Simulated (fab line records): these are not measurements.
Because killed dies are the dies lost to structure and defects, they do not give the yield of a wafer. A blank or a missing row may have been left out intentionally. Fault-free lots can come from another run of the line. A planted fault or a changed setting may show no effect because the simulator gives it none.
fab line records	flow n5-finfet
record lots=24	wafers=72	last-day=18
route steps=1938 shown BEOL_M6@1214
lots with no fault: from the same line, run without faults
start-h: the number of hours between the record's first day and the start of the first shown wafer of the lot	wait-h: hours since the lot's step before	" as in the row above	L1.1+2: one row covering several wafers at once	- either no value or no given start	* or withheld: withheld	< > ~ a bound
route shown NAME@n: NAME is a module with steps in the file, n the number in the route of the first one	usual: average and standard deviation across the fault-free wafers	same: alike in all rows	chamber/n: place in a boat	sites: the reading at each site	_std_site: the values' standard deviation	_edge_site: mean of outer sites minus mean of inner sites	radius-mm: for every site, how far away it sits from the centre of the wafer	mask NAME#n: copy n	behind: the last tool/chamber to shape the wafer	hold: the reason the lot was held/the length of the hold in hours/how it ended	device: names the non-switching transistor (n, p or np)	end of line: at the end of the route, the tests of the same wafers	a step without rows: its recipe alone	killed: dies that structure and defects cost at the first sort, which is not the same as the wafer's yield	map: shows each die of a wafer: x if killed, . if not, _ if none is there
set.NAME: setting as actually run; set.NAME@STEP: the setting as run at that earlier step	model.NAME: the simulator's own value behind a step, which no gauge read
a sample of lots followed through the steps of the route, with each step as a table and each wafer as a row
services: from which hour (start-h, from the record's first day; less than 0 if before it) a tool's chamber was out of use, for how many hours, and why
## steps
# step N5_BEOL_M6_STRIP_67
# recipe chemistry=CF4	resist=SiARC	power-w=300	bias-power-w=75	pressure-mtorr=50	cf4-flow-sccm=150	rf-frequency-hz=6e+07
# usual drypump-motor-current-A=5.6/0.43	oes-product-au=0.78/0.085	rf-vpp-V=272.1/1.1	showerhead-plenum-p-Torr=1.83/0.035	throttle-valve-pct=13.52/0.16
lot.wafer	tool	chamber	start-h	wait-h	drypump-motor-current-A	oes-product-au	rf-hours-counter-h	rf-vpp-V	showerhead-plenum-p-Torr	throttle-valve-pct
L075.1	rie-diel-05	2	187.92	0.0	5.9	0.70	245	272.3	1.85	13.94
L075.3	"	1	"	"	5.1	0.76	141	270.3	1.80	13.28
L075.6	"	1	"	"	5.1	0.77	-	270.7	1.80	13.29
L074.4	rie-diel-01	0	189.37	0.0	6.4	0.73	187	272.0	1.85	13.53
L074.5	"	1	"	"	5.7	0.77	-	273.3	1.87	13.46
L074.6	"	0	"	"	6.4	0.73	-	272.3	1.85	13.53
L076.3	rie-diel-01	2	189.63	0.0	5.2	0.95	5	272.8	1.82	13.49
L076.4	"	3	"	"	6.3	0.72	214	270.9	1.86	13.78
L076.6	"	3	"	"	6.3	0.72	-	271.9	1.86	13.79
L077.1	rie-diel-03	0	202.57	0.0	5.8	0.88	39	273.5	1.90	13.39
L077.2	"	3	"	"	5.2	0.70	206	271.8	1.83	13.57
L077.6	"	1	"	"	5.3	0.86	-	271.2	1.82	13.48
L078.3	rie-diel-03	2	206.64	0.0	5.3	0.68	234	272.7	1.83	13.48
L078.4	"	3	"	"	5.3	0.69	208	271.2	1.83	13.61
L078.5	"	2	"	"	5.3	0.68	-	272.5	1.83	13.47
L079.1	rie-diel-01	1	208.61	0.0	5.7	0.77	121	272.8	1.86	13.47
L079.4	"	3	"	"	6.3	0.72	222	271.7	1.86	13.82
L079.5	"	3	"	"	6.3	0.72	-	272.7	1.86	13.81
L080.2	rie-diel-05	0	213.39	0.0	6.4	0.71	213	274.1	1.83	13.42
L080.3	"	3	"	"	5.7	0.68	251	272.4	1.75	13.96
L080.5	"	3	"	"	5.7	0.67	-	270.2	1.75	13.94
L081.2	rie-diel-03	1	227.21	0.0	5.3	0.84	55	271.6	1.82	13.50
L081.3	"	0	"	"	5.9	0.87	47	272.9	1.89	13.42
L081.6	"	0	"	"	5.9	0.86	-	273.6	1.89	13.44
L082.1	rie-diel-01	0	231.18	0.0	6.4	0.72	204	272.4	1.85	13.57
L082.4	"	2	"	"	5.2	0.91	20	272.6	1.82	13.53
L082.5	"	2	"	"	5.2	0.91	-	272.1	1.82	13.51
L083.1	rie-diel-03	2	237.68	0.0	5.3	0.67	244	271.0	1.83	13.50
L083.3	"	0	"	"	5.8	0.87	50	273.6	1.89	13.43
L083.4	"	3	"	"	5.3	0.70	218	272.9	1.83	13.62
L084.1	rie-diel-05	1	246.52	0.0	5.1	0.74	164	269.9	1.79	13.35
L084.3	"	3	"	"	5.7	0.96	3	269.4	1.75	13.37
L084.6	"	0	"	"	6.4	0.70	-	272.9	1.83	13.46
L085.1	rie-diel-03	3	250.96	0.0	5.2	0.68	222	272.5	1.83	13.60
L085.4	"	0	"	"	5.8	0.86	55	274.2	1.89	13.45
L085.5	"	2	"	"	5.3	0.67	-	269.8	1.83	13.51
L086.3	rie-diel-05	2	255.70	0.0	5.9	0.91	16	273.3	1.84	13.45
L086.5	"	1	"	"	5.1	0.74	-	271.7	1.79	13.34
L086.6	"	0	"	"	6.5	0.70	-	270.9	1.83	13.46
L088.2	rie-diel-03	0	261.86	0.0	5.8	0.85	61	273.5	1.89	13.46
L088.3	"	1	"	"	5.3	0.83	69	271.1	1.82	13.53
L088.4	"	3	"	"	5.2	0.69	-	271.5	1.83	13.63
L089.2	rie-diel-05	2	265.34	0.0	5.9	0.90	20	271.2	1.84	13.45
L089.3	"	1	"	"	5.1	0.74	171	269.7	1.79	13.34
L089.4	"	3	"	"	5.7	0.93	11	270.0	1.75	13.41
L087.1	rie-diel-03	0	268.51	0.0	5.9	0.84	64	275.2	1.89	13.49
L087.3	"	3	"	"	5.2	0.69	231	272.5	1.83	13.64
L087.5	"	3	"	"	5.2	0.67	-	272.3	1.83	13.62
L090.1	rie-diel-03	3	269.89	0.0	5.3	0.68	231	271.6	1.83	13.64
L090.3	"	0	"	"	5.8	0.85	64	273.1	1.89	13.49
L090.4	"	0	"	"	5.8	0.84	-	274.4	1.89	13.46
L091.3	rie-diel-01	1	277.02	0.0	5.7	0.74	-	273.5	1.85	13.56
L091.4	"	2	"	"	5.2	0.88	-	272.6	1.81	13.55
L091.5	"	2	"	"	5.2	0.89	-	272.3	1.82	13.54
L093.1	rie-diel-05	2	310.93	0.0	5.9	0.86	36	273.0	1.84	13.50
L093.4	"	1	"	"	5.1	0.73	-	270.3	1.78	13.41
L093.5	"	3	"	"	5.7	0.88	-	270.4	1.75	13.44
L092.4	rie-diel-03	3	311.10	0.0	5.3	0.68	248	272.3	1.82	13.66
L092.5	"	3	"	"	5.3	0.67	-	272.7	1.82	13.68
L092.6	"	0	"	"	5.8	0.82	-	274.2	1.88	13.50
L097.2	rie-diel-03	1	314.11	0.0	5.3	0.81	89	271.4	1.81	13.56
L097.3	"	0	"	"	5.8	0.82	83	272.2	1.88	13.52
L097.5	"	2	"	"	5.3	0.91	-	271.9	1.82	12.96
L094.1	rie-diel-05	3	314.81	0.0	5.7	0.88	31	271.4	1.74	13.43
L094.2	"	1	"	"	5.1	0.73	189	272.5	1.78	13.39
L094.4	"	1	"	"	5.1	0.73	-	270.7	1.78	13.40
L095.2	rie-diel-01	1	319.41	0.0	5.7	0.73	169	272.7	1.85	13.57
L095.3	"	2	"	"	5.2	0.86	51	272.4	1.81	13.58
L095.6	"	2	"	"	5.2	0.86	-	271.4	1.81	13.59
L096.3	rie-diel-01	0	335.91	0.0	6.4	0.70	243	272.7	1.84	13.64
L096.4	"	2	"	"	5.2	0.85	-	271.0	1.81	13.61
L096.5	"	1	"	"	5.7	0.73	-	273.1	1.85	13.60
# step N5_BEOL_M6_CD_MEAS_28
# recipe target-cd-nm=40	landing-energy-ev=500	detector=se-inlens
# usual cd-nm=39.97/0.23
lot.wafer	tool	chamber	start-h	wait-h	cd-nm
L075.1	cd-sem-03	0	188.49	-	39.83
L075.3	"	0	"	"	39.85
L075.6	"	0	"	"	39.77
L074.4	cd-sem-02	0	190.05	-	40.32
L074.5	"	0	"	"	39.90
L074.6	"	0	"	"	40.01
L076.3	cd-sem-02	0	191.42	-	40.13
L076.4	"	0	"	"	40.01
L076.6	"	0	"	"	40.08
L077.1	cd-sem-02	0	203.27	-	39.59
L077.2	"	0	"	"	39.71
L077.6	"	0	"	"	40.06
L078.3	cd-sem-02	0	207.20	-	40.09
L078.4	"	0	"	"	39.86
L078.5	"	0	"	"	40.19
L079.1	cd-sem-01	0	209.29	-	40.21
L079.4	"	0	"	"	39.69
L079.5	"	0	"	"	39.65
L080.2	cd-sem-02	0	214.44	-	40.18
L080.3	"	0	"	"	40.06
L080.5	"	0	"	"	39.80
L081.2	cd-sem-03	0	230.77	-	40.08
L081.3	"	0	"	"	39.99
L081.6	"	0	"	"	40.20
L082.1	cd-sem-02	0	232.95	-	40.06
L082.4	"	0	"	"	40.02
L082.5	"	0	"	"	39.88
L083.1	cd-sem-03	0	238.33	-	40.23
L083.3	"	0	"	"	40.09
L083.4	"	0	"	"	40.13
L084.1	cd-sem-01	0	247.95	-	39.63
L084.3	"	0	"	"	40.05
L084.6	"	0	"	"	39.95
L085.1	cd-sem-02	0	251.61	-	39.95
L085.4	"	0	"	"	39.24
L085.5	"	0	"	"	40.10
L086.3	cd-sem-02	0	256.43	-	40.01
L086.5	"	0	"	"	40.11
L086.6	"	0	"	"	40.08
L088.2	cd-sem-01	0	263.93	-	39.91
L088.3	"	0	"	"	39.99
L088.4	"	0	"	"	39.76
L089.2	cd-sem-02	0	266.19	-	39.70
L089.3	"	0	"	"	40.15
L089.4	"	0	"	"	40.04
L087.1	cd-sem-01	0	271.97	-	39.86
L087.3	"	0	"	"	39.56
L087.5	"	0	"	"	39.93
L090.1	cd-sem-03	0	272.01	-	40.04
L090.3	"	0	"	"	39.67
L090.4	"	0	"	"	39.91
L091.3	cd-sem-03	0	278.55	-	40.01
L091.4	"	0	"	"	39.85
L091.5	"	0	"	"	40.23
L093.1	cd-sem-02	0	311.68	-	40.02
L093.4	"	0	"	"	40.43
L093.5	"	0	"	"	40.41
L092.4	cd-sem-03	0	313.36	-	39.79
L092.5	"	0	"	"	40.09
L092.6	"	0	"	"	39.85
L097.2	cd-sem-01	0	314.81	-	40.01
L097.3	"	0	"	"	40.15
L097.5	"	0	"	"	40.19
L094.1	cd-sem-03	0	317.57	-	39.69
L094.2	"	0	"	"	40.03
L094.4	"	0	"	"	39.97
L095.2	cd-sem-01	0	321.64	-	40.22
L095.3	"	0	"	"	40.02
L095.6	"	0	"	"	40.20
L096.3	cd-sem-03	0	337.65	-	40.12
L096.4	"	0	"	"	39.57
L096.5	"	0	"	"	40.03
# step N5_BEOL_M6_DESCUM_33
# recipe chemistry=O2	time-s=7	source-power-w=50	bias-power-w=20	pressure-mtorr=20	rf-frequency-hz=2.712e+07	temp-c=40	resist=CAR-EUV	o2-flow-sccm=225
# usual drypump-motor-current-A=5.7/0.43	oes-product-au=0.79/0.089	rf-vpp-V=244.0/1.1	showerhead-plenum-p-Torr=2.14/0.042	throttle-valve-pct=20.36/0.19
lot.wafer	tool	chamber	start-h	wait-h	drypump-motor-current-A	oes-product-au	rf-hours-counter-h	rf-vpp-V	showerhead-plenum-p-Torr	throttle-valve-pct
L075.1	rie-diel-05	3	188.61	0.0	5.7	0.67	243	243.0	2.06	20.79
L075.3	"	2	"	"	5.9	0.68	245	242.9	2.13	20.54
L075.6	"	1	"	"	5.1	0.75	-	243.6	2.09	20.10
L074.4	rie-diel-05	2	190.17	0.0	5.9	0.69	246	243.0	2.13	20.53
L074.5	"	1	"	"	5.1	0.76	-	244.1	2.10	20.09
L074.6	"	0	"	"	6.4	0.72	-	245.5	2.15	20.15
L076.3	rie-diel-05	0	191.68	0.2	6.4	0.71	205	244.6	2.15	20.14
L076.4	"	3	"	"	5.7	0.67	244	242.1	2.06	20.82
L076.6	"	2	"	"	5.9	0.69	-	244.0	2.13	20.54
L077.1	rie-diel-03	1	203.39	0.0	5.3	0.86	47	244.1	2.14	20.51
L077.2	"	2	"	"	5.3	0.68	232	243.6	2.16	20.29
L077.6	"	1	"	"	5.3	0.86	-	242.6	2.14	20.50
L078.3	rie-diel-03	3	207.51	0.2	5.3	0.69	208	243.3	2.16	20.44
L078.4	"	2	"	"	5.3	0.67	234	244.7	2.16	20.30
L078.5	"	0	"	"	5.8	0.88	-	245.3	2.22	20.28
L079.1	rie-diel-03	0	209.41	0.0	5.9	0.88	42	244.4	2.22	20.28
L079.4	"	3	"	"	5.3	0.69	209	243.6	2.15	20.45
L079.5	"	1	"	"	5.4	0.85	-	244.1	2.14	20.51
L080.2	rie-diel-03	2	214.56	0.0	5.3	0.67	236	244.5	2.16	20.29
L080.3	"	1	"	"	5.3	0.84	51	244.3	2.14	20.50
L080.5	"	0	"	"	5.9	0.88	-	244.5	2.22	20.27
L081.2	rie-diel-05	2	230.89	0.0	6.0	0.94	7	243.0	2.13	20.17
L081.3	"	0	"	"	6.4	0.71	220	243.6	2.14	20.18
L081.6	"	2	"	"	5.9	0.93	-	244.7	2.13	20.20
L082.1	rie-diel-01	3	233.08	0.0	6.3	0.71	230	244.3	2.13	20.28
L082.4	"	0	"	"	6.4	0.73	204	244.9	2.17	20.38
L082.5	"	0	"	"	6.4	0.72	-	244.0	2.17	20.39
L083.1	rie-diel-01	2	238.46	0.0	5.2	0.91	22	243.3	2.15	20.60
L083.3	"	0	"	"	6.4	0.71	206	244.5	2.17	20.40
L083.4	"	1	"	"	5.7	0.75	-	243.8	2.19	20.41
L084.1	rie-diel-05	1	248.24	0.2	5.1	0.73	164	242.9	2.09	20.11
L084.3	"	0	"	"	6.4	0.70	226	244.3	2.14	20.19
L084.6	"	3	"	"	5.7	0.96	-	242.4	2.06	20.42
L085.1	rie-diel-03	2	251.74	0.0	5.3	0.66	249	243.2	2.15	20.32
L085.4	"	3	"	"	5.3	0.68	223	244.3	2.15	20.46
L085.5	"	3	"	"	5.3	0.69	-	243.5	2.15	20.48
L086.3	rie-diel-03	3	256.84	0.3	5.2	0.68	225	243.6	2.15	20.49
L086.5	"	3	"	"	5.3	0.68	-	244.8	2.15	20.47
L086.6	"	0	"	"	5.8	0.86	-	244.0	2.21	20.30
L088.2	rie-diel-03	3	264.22	0.2	5.2	0.68	229	243.1	2.15	20.49
L088.3	"	1	"	"	5.4	0.83	70	243.9	2.13	20.54
L088.4	"	1	"	"	5.4	0.82	-	244.1	2.13	20.51
L089.2	rie-diel-05	1	266.32	0.0	5.1	0.73	172	243.0	2.08	20.12
L089.3	"	2	"	"	5.9	0.89	21	243.7	2.12	20.21
L089.4	"	0	"	"	6.4	0.69	233	243.5	2.14	20.20
L087.1	rie-diel-01	1	272.29	0.2	5.7	0.74	150	245.0	2.19	20.43
L087.3	"	0	"	"	6.3	0.71	225	245.0	2.16	20.41
L087.5	"	2	"	"	5.2	0.90	-	244.2	2.14	20.62
L090.1	rie-diel-03	0	272.70	0.6	5.9	0.84	66	244.7	2.21	20.32
L090.3	"	3	"	"	5.2	0.68	233	244.8	2.15	20.48
L090.4	"	0	"	"	5.9	0.85	-	246.2	2.21	20.31
L091.3	rie-diel-05	3	278.67	0.0	5.7	0.92	18	244.2	2.05	20.45
L091.4	"	0	"	"	6.5	0.69	238	244.4	2.14	20.20
L091.5	"	1	"	"	5.1	0.73	-	242.7	2.08	20.12
L093.1	rie-diel-01	3	311.80	0.0	6.3	0.70	235	243.1	2.13	20.31
L093.4	"	2	"	"	5.2	0.86	48	242.4	2.14	20.65
L093.5	"	1	"	"	5.7	0.73	-	244.8	2.18	20.44
L092.4	rie-diel-03	0	313.48	0.0	5.9	0.83	83	245.6	2.20	20.34
L092.5	"	0	"	"	5.9	0.83	-	245.5	2.20	20.34
L092.6	"	1	"	"	5.3	0.80	-	242.7	2.13	20.57
L097.2	rie-diel-01	1	315.03	0.1	5.7	0.73	167	244.2	2.18	20.44
L097.3	"	2	"	"	5.2	0.87	49	243.1	2.14	20.63
L097.5	"	1	"	"	5.7	0.73	-	245.6	2.18	20.45
L094.1	rie-diel-03	2	317.69	0.0	5.3	0.93	17	245.5	2.15	19.87
L094.2	"	0	"	"	5.9	0.83	85	243.9	2.20	20.34
L094.4	"	2	"	"	5.3	0.92	-	242.2	2.15	19.88
L095.2	rie-diel-05	1	322.15	0.4	5.1	0.72	193	241.6	2.08	20.17
L095.3	"	3	"	"	5.7	0.89	35	240.7	2.05	20.50
L095.6	"	2	"	"	5.9	0.85	-	245.0	2.11	20.23
L096.3	rie-diel-03	0	338.13	0.4	5.9	0.82	94	243.9	2.20	20.36
L096.4	"	0	"	"	5.8	0.81	-	245.2	2.20	20.36
L096.5	"	1	"	"	5.3	0.79	-	243.7	2.12	20.57
# step N5_BEOL_M6_CD_MEAS_35
# recipe target-cd-nm=40	target-cd-y-nm=28	polarity=opening
# usual cd-nm=40.2/0.66
lot.wafer	tool	chamber	start-h	wait-h	cd-nm
L075.1	cd-sem-02	-	189.21	0.0	41.2
L075.3	"	-	"	"	40.5
L075.6	"	-	"	"	40.3
L074.4	cd-sem-01	-	190.76	0.0	40.7
L074.5	"	-	"	"	40.7
L074.6	"	-	"	"	41.0
L076.3	cd-sem-02	-	192.26	0.0	40.7
L076.4	"	-	"	"	40.0
L076.6	"	-	"	"	39.3
L077.1	cd-sem-02	-	203.97	0.0	41.1
L077.2	"	-	"	"	40.6
L077.6	"	-	"	"	40.1
L078.3	cd-sem-02	-	208.09	0.0	41.0
L078.4	"	-	"	"	41.4
L078.5	"	-	"	"	40.9
L079.1	cd-sem-02	-	210.02	0.0	39.9
L079.4	"	-	"	"	40.8
L079.5	"	-	"	"	39.6
L080.2	cd-sem-01	-	215.15	0.0	39.5
L080.3	"	-	"	"	39.4
L080.5	"	-	"	"	39.1
L081.2	cd-sem-02	-	231.47	0.0	39.9
L081.3	"	-	"	"	40.3
L081.6	"	-	"	"	40.7
L082.1	cd-sem-01	-	233.65	0.0	40.4
L082.4	"	-	"	"	40.4
L082.5	"	-	"	"	40.2
L083.1	cd-sem-02	-	239.04	0.0	40.5
L083.3	"	-	"	"	40.8
L083.4	"	-	"	"	40.1
L084.1	cd-sem-02	-	248.83	0.0	40.0
L084.3	"	-	"	"	39.8
L084.6	"	-	"	"	40.2
L085.1	cd-sem-03	-	252.31	0.0	40.1
L085.4	"	-	"	"	40.3
L085.5	"	-	"	"	40.4
L086.3	cd-sem-01	-	257.42	0.0	40.2
L086.5	"	-	"	"	40.6
L086.6	"	-	"	"	40.4
L088.2	cd-sem-01	-	264.80	0.0	40.4
L088.3	"	-	"	"	39.7
L088.4	"	-	"	"	39.8
L089.2	cd-sem-03	-	266.90	0.0	40.5
L089.3	"	-	"	"	41.0
L089.4	"	-	"	"	41.4
L087.1	cd-sem-02	-	272.88	0.0	40.6
L087.3	"	-	"	"	41.4
L087.5	"	-	"	"	41.2
L090.1	cd-sem-03	-	273.29	0.0	40.0
L090.3	"	-	"	"	40.4
L090.4	"	-	"	"	39.6
L091.3	cd-sem-01	-	279.25	0.0	40.7
L091.4	"	-	"	"	40.6
L091.5	"	-	"	"	40.2
L093.1	cd-sem-01	-	312.38	0.0	39.3
L093.4	"	-	"	"	39.3
L093.5	"	-	"	"	40.5
L092.4	cd-sem-03	-	314.06	0.0	39.6
L092.5	"	-	"	"	40.8
L092.6	"	-	"	"	39.8
L097.2	cd-sem-02	-	315.61	0.0	38.7
L097.3	"	-	"	"	39.4
L097.5	"	-	"	"	38.5
L094.1	cd-sem-02	-	318.27	0.0	39.8
L094.2	"	-	"	"	39.0
L094.4	"	-	"	"	39.3
L095.2	cd-sem-02	-	322.73	0.0	40.9
L095.3	"	-	"	"	39.9
L095.6	"	-	"	"	39.4
L096.3	cd-sem-02	-	338.71	0.0	40.3
L096.4	"	-	"	"	41.0
L096.5	"	-	"	"	40.5
# step N5_BEOL_M6_CMP_52
# recipe stop-on=SiCOH_lowk	t-overpolish-s=6.9	down-force-psi=1	platen-rpm=50	clearing-platen-down-force-psi=1.5	clearing-platen-rpm=50	post-cmp-clean=cu-alkaline	target-thk-nm=80	clearing-platen-pad-velocity-m-s=0.99484	pad-velocity-m-s=0.99484
# usual barrier-field-endpoint-s=28.9/0.86	motor-current-A=6.1/0.74	overpolish-run-s=6.900/0.0098	time-to-endpoint-s=63/3.6
lot.wafer	tool	chamber	start-h	wait-h	barrier-field-endpoint-s	motor-current-A	overpolish-run-s	time-to-endpoint-s
L075.3	cmp-04	1	192.36	0.2	27.4	5.4	6.900	58
L075.1	"	3	"	"	27.9	6.2	6.887	56
L075.6	"	0	"	"	27.5	5.7	6.900	57
L074.4	cmp-04	0	193.86	0.2	28.0	5.4	6.920	59
L074.6	"	1	"	"	28.4	5.1	6.914	58
L074.5	"	2	"	"	28.6	5.6	6.907	64
L076.3	cmp-03	0	195.56	0.2	28.9	7.8	6.912	64
L076.4	"	1	"	"	30.5	6.7	6.889	69
L076.6	"	0	"	"	29.0	7.9	6.907	64
L077.1	cmp-03	0	205.91	0.3	29.4	7.7	6.915	65
L077.2	"	1	"	"	30.2	6.6	6.897	66
L077.6	"	3	"	"	29.5	7.5	6.901	63
L078.3	cmp-04	0	210.98	0.2	27.5	5.5	6.911	59
L078.4	"	1	"	"	27.6	5.5	6.901	56
L078.5	"	3	"	"	28.7	6.6	6.903	62
L079.4	cmp-03	3	213.03	0.1	29.8	7.2	6.896	64
L079.1	"	1	"	"	30.1	6.6	6.905	68
L079.5	"	3	"	"	29.7	6.7	6.894	64
L080.3	cmp-02	1	216.94	0.2	28.6	5.8	6.897	62
L080.2	"	2	"	"	27.7	5.9	6.905	58
L080.5	"	0	"	"	29.4	6.4	6.911	62
L081.3	cmp-02	3	234.99	0.2	28.4	5.9	6.887	60
L081.2	"	0	"	"	29.2	6.4	6.895	64
L081.6	"	3	"	"	28.7	5.8	6.897	61
L082.4	cmp-02	1	235.50	0.2	29.6	5.8	6.907	64
L082.1	"	3	"	"	28.8	5.7	6.917	61
L082.5	"	0	"	"	29.9	6.2	6.896	65
L083.3	cmp-04	2	240.81	0.2	29.0	5.1	6.894	66
L083.1	"	3	"	"	28.7	6.5	6.898	66
L083.4	"	1	"	"	28.3	5.4	6.909	61
L084.1	cmp-02	2	250.55	0.3	28.0	6.0	6.912	60
L084.3	"	3	"	"	28.3	5.5	6.889	62
L084.6	"	2	"	"	28.2	5.8	6.910	60
L085.1	cmp-04	3	254.10	0.3	28.8	6.5	6.910	67
L085.4	"	0	"	"	29.2	5.8	6.896	65
L085.5	"	2	"	"	29.2	5.4	6.895	66
L086.3	cmp-03	0	259.16	0.3	30.0	7.6	6.908	64
L086.6	"	1	"	"	30.7	6.4	6.908	67
L086.5	"	2	"	"	31.3	6.8	6.901	71
L088.2	cmp-04	0	266.71	0.2	29.4	5.7	6.892	61
L088.3	"	1	"	"	29.1	4.9	6.900	61
L088.4	"	2	"	"	30.6	5.3	6.900	66
L089.3	cmp-02	3	269.17	0.2	27.9	5.5	6.908	59
L089.4	"	0	"	"	28.5	6.7	6.895	62
L089.2	"	2	"	"	28.1	6.0	6.907	57
L087.3	cmp-04	3	277.04	0.2	28.3	6.5	6.898	62
L087.1	"	0	"	"	28.4	5.4	6.891	63
L087.5	"	1	"	"	28.4	5.6	6.878	60
L090.1	cmp-04	3	277.23	0.3	27.8	6.5	6.902	60
L090.4	"	0	"	"	27.7	5.6	6.905	56
L090.3	"	1	"	"	27.6	5.4	6.900	55
L091.3	cmp-04	2	281.09	0.2	28.6	5.5	6.907	68
L091.4	"	0	"	"	27.9	5.7	6.909	60
L091.5	"	2	"	"	29.5	5.5	6.915	68
L093.1	cmp-04	3	315.09	0.3	28.0	6.5	6.909	64
L093.4	"	1	"	"	28.4	5.0	6.916	64
L093.5	"	3	"	"	29.3	6.6	6.892	63
L092.4	cmp-03	3	316.21	0.2	28.2	7.2	6.918	63
L092.6	"	2	"	"	29.5	7.1	6.896	63
L092.5	"	3	"	"	28.6	7.1	6.896	61
L097.3	cmp-02	3	319.08	0.2	28.4	5.7	6.906	58
L097.2	"	0	"	"	29.0	6.2	6.902	63
L097.5	"	3	"	"	28.5	5.8	6.876	57
L094.4	cmp-02	3	320.35	0.2	28.6	5.7	6.876	63
L094.1	"	0	"	"	28.2	6.6	6.894	65
L094.2	"	1	"	"	28.8	5.6	6.903	63
L095.3	cmp-03	0	325.44	0.2	29.6	7.7	6.903	62
L095.2	"	1	"	"	29.4	6.5	6.903	71
L095.6	"	3	"	"	29.4	7.4	6.914	65
L096.3	cmp-04	0	342.40	0.2	28.7	5.5	6.899	61
L096.4	"	2	"	"	29.5	5.9	6.890	64
L096.5	"	0	"	"	29.7	5.3	6.911	62
# step N5_BEOL_M6_DEP_56
# recipe material=SiCN	target-thk-a=100	temp-c=withheld	precursor=3MS/NH3	pressure-torr=3	rf-w=202	time-s=17.5
# usual chamber-pressure-Torr=2.998/0.0058	showerhead-plenum-p-Torr=3.664/0.014	showerhead-vpp-V=874/62	throttle-valve-pct=9.0/0.56
lot.wafer	tool	chamber	start-h	wait-h	chamber-pressure-Torr	showerhead-plenum-p-Torr	showerhead-vpp-V	throttle-valve-pct
L075.1	pecvd-03	0	192.68	0.0	2.999	3.675	874	9.1
L075.3	"	2	"	"	2.996	3.655	817	8.5
L075.6	"	1	"	"	2.992	3.673	945	10.2
L074.4	pecvd-03	1	194.12	0.0	2.993	3.670	943	10.3
L074.5	"	2	"	"	2.996	3.653	828	8.5
L074.6	"	0	"	"	3.000	3.659	882	9.0
L076.3	pecvd-04	0	195.92	0.0	2.994	3.673	764	8.6
L076.4	"	2	"	"	2.992	3.668	876	9.5
L076.6	"	0	"	"	2.992	3.658	774	8.5
L077.1	pecvd-01	1	206.19	0.0	3.004	3.689	992	9.5
L077.2	"	0	"	"	3.000	3.673	939	8.7
L077.6	"	2	"	"	3.000	3.637	813	8.5
L078.3	pecvd-01	2	211.30	0.0	2.990	3.652	799	8.6
L078.4	"	2	"	"	3.008	3.646	805	8.7
L078.5	"	1	"	"	2.999	3.689	965	10.0
L079.1	pecvd-03	1	213.39	0.0	2.998	3.666	933	9.9
L079.4	"	1	"	"	2.999	3.672	938	10.0
L079.5	"	2	"	"	2.983	3.649	812	8.5
L080.2	pecvd-04	0	217.27	0.0	2.997	3.659	782	8.8
L080.3	"	0	"	"	2.994	3.672	770	8.6
L080.5	"	1	"	"	2.999	3.638	870	8.8
L081.2	pecvd-03	0	235.31	0.0	3.001	3.661	874	9.1
L081.3	"	2	"	"	3.003	3.650	823	8.7
L081.6	"	1	"	"	2.998	3.684	945	10.2
L082.1	pecvd-03	2	235.82	0.0	2.993	3.659	822	8.6
L082.4	"	1	"	"	2.992	3.666	952	10.4
L082.5	"	2	"	"	2.989	3.657	824	8.4
L083.1	pecvd-01	1	241.16	0.0	3.001	3.696	981	9.7
L083.3	"	2	"	"	3.000	3.649	798	8.9
L083.4	"	1	"	"	2.997	3.709	962	9.7
L084.1	pecvd-03	0	250.87	0.0	3.005	3.660	867	9.1
L084.3	"	1	"	"	2.989	3.681	949	10.1
L084.6	"	2	"	"	2.982	3.652	832	8.6
L085.1	pecvd-04	0	254.44	0.0	2.994	3.659	788	8.5
L085.4	"	0	"	"	2.994	3.668	770	8.6
L085.5	"	1	"	"	2.997	3.650	850	8.7
L086.3	pecvd-04	2	259.41	0.0	2.989	3.680	908	8.5
L086.5	"	2	"	"	2.999	3.680	893	8.4
L086.6	"	0	"	"	2.992	3.666	788	8.5
L088.2	pecvd-04	1	267.03	0.0	3.003	3.642	861	8.7
L088.3	"	2	"	"	3.002	3.675	903	8.5
L088.4	"	0	"	"	2.992	3.667	773	8.8
L089.2	pecvd-03	1	269.53	0.0	3.004	3.675	938	10.0
L089.3	"	0	"	"	2.995	3.665	874	9.3
L089.4	"	0	"	"	2.998	3.676	893	9.1
L087.1	pecvd-03	0	277.32	0.0	2.998	3.664	879	9.2
L087.3	"	2	"	"	2.997	3.660	830	8.7
L087.5	"	0	"	"	2.993	3.669	886	9.1
L090.1	pecvd-01	0	277.59	0.0	3.011	3.672	929	8.9
L090.3	"	1	"	"	3.007	3.694	979	9.9
L090.4	"	0	"	"	2.999	3.673	938	8.9
L091.3	pecvd-01	0	281.41	0.0	3.007	3.673	919	8.8
L091.4	"	2	"	"	2.999	3.655	804	8.9
L091.5	"	0	"	"	3.001	3.673	939	8.8
L093.1	pecvd-01	0	315.46	0.0	2.996	3.674	928	8.7
L093.4	"	2	"	"	3.003	3.645	804	9.0
L093.5	"	2	"	"	2.998	3.649	816	9.1
L092.4	pecvd-04	1	316.55	0.0	2.991	3.649	855	8.7
L092.5	"	2	"	"	2.995	3.669	893	8.1
L092.6	"	0	"	"	2.998	3.664	779	8.6
L097.2	pecvd-04	0	319.40	0.0	2.999	3.670	776	8.7
L097.3	"	2	"	"	3.001	3.679	893	8.4
L097.5	"	2	"	"	3.005	3.676	887	9.0
L094.1	pecvd-03	0	320.67	0.0	3.008	3.665	862	9.1
L094.2	"	1	"	"	3.005	3.668	946	9.8
L094.4	"	0	"	"	2.998	3.661	889	9.3
L095.2	pecvd-03	0	325.72	0.0	3.000	3.676	890	9.1
L095.3	"	2	"	"	3.006	3.652	814	8.7
L095.6	"	0	"	"	3.003	3.667	879	8.8
L096.3	pecvd-03	2	342.76	0.0	2.994	3.652	826	8.8
L096.4	"	1	"	"	3.008	3.665	943	10.1
L096.5	"	0	"	"	3.003	3.676	882	9.2
## services
tool	chamber	start-h	hours	kind
rie-diel-01	1	182.08	1.6	repair
cmp-02	-	187.36	5.6	pm
pecvd-01	-	192.75	2.8	pm
pecvd-04	-	206.89	0.8	repair
cmp-04	-	225.44	6.5	pm
rie-diel-05	-	228.13	0.4	repair
cmp-04	-	233.70	2.4	repair
rie-diel-01	3	235.05	61.9	repair
cmp-02	-	241.21	2.3	repair
cmp-04	-	247.05	0.4	repair
pecvd-03	-	252.74	1.0	repair
cmp-04	-	267.62	0.9	repair
rie-diel-05	2	271.67	4.7	repair
cmp-04	-	274.84	1.9	repair
rie-diel-01	0	275.58	5.2	repair
cmp-02	-	277.63	3.8	repair
rie-diel-05	1	291.08	6.5	repair
cmp-04	-	296.20	0.9	repair
cmp-04	-	297.43	2.3	repair
rie-diel-03	1	302.27	7.5	repair
cmp-02	-	302.98	4.0	pm
rie-diel-01	0	317.42	11.6	repair
rie-diel-01	3	320.48	100.8	repair
rie-diel-03	2	326.80	3.5	repair
## key
fault none
